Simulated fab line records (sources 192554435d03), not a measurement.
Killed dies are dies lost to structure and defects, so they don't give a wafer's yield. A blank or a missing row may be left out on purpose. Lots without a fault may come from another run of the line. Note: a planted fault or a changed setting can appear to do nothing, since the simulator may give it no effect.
Split-lot study | flow n5 finfet | 7 lots, 39 wafers read, on a route of 1938 steps

## SPLIT DETAILS
At N5_BEOL_M12_SPUTTER_44 (material Ta, target thk 10 nm, time 16.13 s), the setting time s was moved away from the recipe's 16.13 s on 15 of the 39 wafers read, by -58.3% to +53.6%. All remaining wafers had this setting at the recipe value.

## FROM THE SPLIT TO THE READING: what the file shows between them, 3 steps
- N5_BEOL_M12_SPUTTER_45: material Cu, target thk 80 nm, time 13.33 s
- N5_BEOL_M12_ECD_47: material Cu, target thk 720 nm
- N5_BEOL_M12_ANNEAL_48: time 90 s

## THE READING
barrier field endpoint s, in s, at N5_BEOL_M12_CMP_49 (polishes, stops on SiOC, t overpolish 20.6 s, target thk 320 nm). Typical for fault-free wafers on this fab line: 30.3 s, with standard deviation 0.71 s.

wafer  | tool, chamber at the split | time s as run, s | against the recipe | barrier field endpoint s, s | against lot-mates on the recipe
L076.4 | pvd sputter-01, -          | 16.13            | recipe             | 30.2                        | -
L076.2 | pvd sputter-01, -          | 16.13            | recipe             | 29.7                        | -
L076.3 | pvd sputter-01, -          | 16.13            | recipe             | 30.6                        | -
L076.1 | pvd sputter-01, -          | 24.77            | +53.6%             | 36.1                        | +5.9
L076.5 | pvd sputter-01, -          | 24.77            | +53.6%             | 36.7                        | +6.5
L076.6 | pvd sputter-01, -          | 24.77            | +53.6%             | 36.3                        | +6.1
L084.3 | pvd sputter-01, -          | 16.13            | recipe             | 30.7                        | -
L084.1 | pvd sputter-01, -          | 16.13            | recipe             | 30.3                        | -
L084.6 | pvd sputter-01, -          | 16.13            | recipe             | 31.2                        | -
L089.2 | pvd sputter-02, -          | 13.62            | -15.6%             | 29.5                        | -1.5
L089.3 | pvd sputter-02, -          | 16.13            | recipe             | 30.8                        | -
L089.4 | pvd sputter-02, -          | 16.13            | recipe             | 31.4                        | -
L089.1 | pvd sputter-02, -          | 16.13            | recipe             | 30.7                        | -
L089.5 | pvd sputter-02, -          | 13.62            | -15.6%             | 29.2                        | -1.8
L089.6 | pvd sputter-02, -          | 13.62            | -15.6%             | 28.3                        | -2.7
L088.4 | pvd sputter-03, -          | 11.03            | -31.6%             | 26.4                        | -3.9
L088.2 | pvd sputter-03, -          | 16.13            | recipe             | 30.4                        | -
L088.3 | pvd sputter-03, -          | 16.13            | recipe             | 30.0                        | -
L088.1 | pvd sputter-03, -          | 11.03            | -31.6%             | 26.3                        | -4.0
L088.5 | pvd sputter-03, -          | 16.13            | recipe             | 30.6                        | -
L088.6 | pvd sputter-03, -          | 11.03            | -31.6%             | 26.2                        | -4.1
L090.3 | pvd sputter-02, -          | 16.13            | recipe             | 29.7                        | -
L090.4 | pvd sputter-02, -          | 8.001            | -50.4%             | 24.4                        | -5.5
L090.1 | pvd sputter-02, -          | 16.13            | recipe             | 29.9                        | -
L090.2 | pvd sputter-02, -          | 8.001            | -50.4%             | 24.7                        | -5.2
L090.6 | pvd sputter-02, -          | 16.13            | recipe             | 30.0                        | -
L090.5 | pvd sputter-02, -          | 8.001            | -50.4%             | 24.2                        | -5.7
L095.2 | pvd sputter-02, -          | 6.724            | -58.3%             | 23.6                        | -6.4
L095.3 | pvd sputter-02, -          | 6.724            | -58.3%             | 22.7                        | -7.3
L095.4 | pvd sputter-02, -          | 16.13            | recipe             | 30.6                        | -
L095.1 | pvd sputter-02, -          | 16.13            | recipe             | 29.6                        | -
L095.6 | pvd sputter-02, -          | 6.724            | -58.3%             | 23.2                        | -6.8
L095.5 | pvd sputter-02, -          | 16.13            | recipe             | 29.7                        | -
L097.1 | pvd sputter-01, -          | 16.13            | recipe             | 31.2                        | -
L097.3 | pvd sputter-01, -          | 16.13            | recipe             | 30.7                        | -
L097.4 | pvd sputter-01, -          | 16.13            | recipe             | 30.4                        | -
L097.2 | pvd sputter-01, -          | 16.13            | recipe             | 30.5                        | -
L097.6 | pvd sputter-01, -          | 16.13            | recipe             | 30.2                        | -
L097.5 | pvd sputter-01, -          | 16.13            | recipe             | 30.1                        | -

THE FIT
A straight line over all 39 wafers: barrier field endpoint s changes by +0.118 s for each +1% of time s; r = +0.99; the points scatter about the line by 0.49 s.
The same after taking each lot's own level away (the mean of its wafers on the recipe; 39 wafers): +0.115 s for each +1%; r = +0.99; scatter 0.38 s.
The reading moves by 6.7 s for the largest change in time s, on that fit.
Across the lots, their own levels run from 29.87 to 30.97 s, a range of 1.5 times the standard deviation given above.
Consequently the slope shifts little with the lot-to-lot level, the two slopes agreeing.
Check: -6.79 s against its lot-mates is what the line predicts for one of the wafers moved furthest among these (-58.3%) when that wafer is left out of the fit. It came out at -6.37 s against them.

## THESE WAFERS: OTHER SPLITS
Note: prior to the reading, these wafers also went through further splits. Each is held against what the fit with the lots' levels taken away leaves over:
other split on the same wafers   | wafers away from the commonest value | r with barrier field endpoint s (lot level and that fit taken away)
N5_BEOL_M5_TRENCH_ETCH_37 time s | 18                                   | -0.07
N5_BEOL_M10_VIA_ETCH_34 time s   | 18                                   | +0.06

## THE WHOLE CHAIN: every reading that the file lists as answering this split, in the file's order
step                   | what it does                                                    | reading                                                                           | change (the file's fit)                | r (the file's)
N5_BEOL_M12_SPUTTER_44 | material Ta, target thk 10 nm, time 16.13 s                     | Ta_of_BEOL_M12_SPUTTER_44.thk nm (the simulator's own value, which no gauge read) | +0.0989 nm for each +1% of the setting | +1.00
N5_BEOL_M12_CMP_49     | polishes, stops on SiOC, t overpolish 20.6 s, target thk 320 nm | barrier field endpoint s                                                          | +0.116 s for each +1% of the setting   | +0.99

## FILE'S OWN FIT
barrier field endpoint s changes by +0.116 s for each +1% of time s, r = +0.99.
